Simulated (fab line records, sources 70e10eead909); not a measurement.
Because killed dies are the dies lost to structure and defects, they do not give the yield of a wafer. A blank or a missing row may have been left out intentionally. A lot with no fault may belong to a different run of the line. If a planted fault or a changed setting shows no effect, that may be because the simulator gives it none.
Matching of chambers ; flow nand-harc ; rie-diel-04 running NHARC_A_BLC_DESCUM_15: 4 sister chambers
The step chemistry O2, time 3 s. 4 wafers are shown with their chamber, then 7 later ones without.

WAFERS WITH THEIR CHAMBER
wafer;chamber;showerhead-plenum-p-Torr (Torr)
L999.1;3;2.04
L998.1;2;1.93
L998.3;0;1.79
L102.1;1;1.87

WAFERS WITH NO CHAMBER GIVEN
wafer;showerhead-plenum-p-Torr (Torr)
L102.4;2.03
L102.6;1.92
L108.1;1.87
L108.2;1.92
L110.1;2.03
L110.2;1.92
L110.4;1.79

EACH ONE'S CHAMBER
wafer;from the rows above;in truth
L102.4;3;3
L102.6;2;2
L108.1;1;1
L108.2;2;2
L110.1;3;3
L110.2;2;2
L110.4;0;0
Correctly placed: 7 of 7. From these rows, 0 cannot be placed. Number placed wrongly: 0.
How it was worked out, from the rows above alone: a wafer's distance from a chamber is the root of the sum, over the readings, of the square of ((its reading less the chamber's mean) divided by the reading's scatter). The wafer belongs to the nearest chamber; if the next one is less than 2 further off, it can't be placed. The mean given for a chamber averages the wafers shown for that chamber. The scatter: root of mean squared gap, hidden wafer to nearest shown wafer, with one shown wafer a chamber.
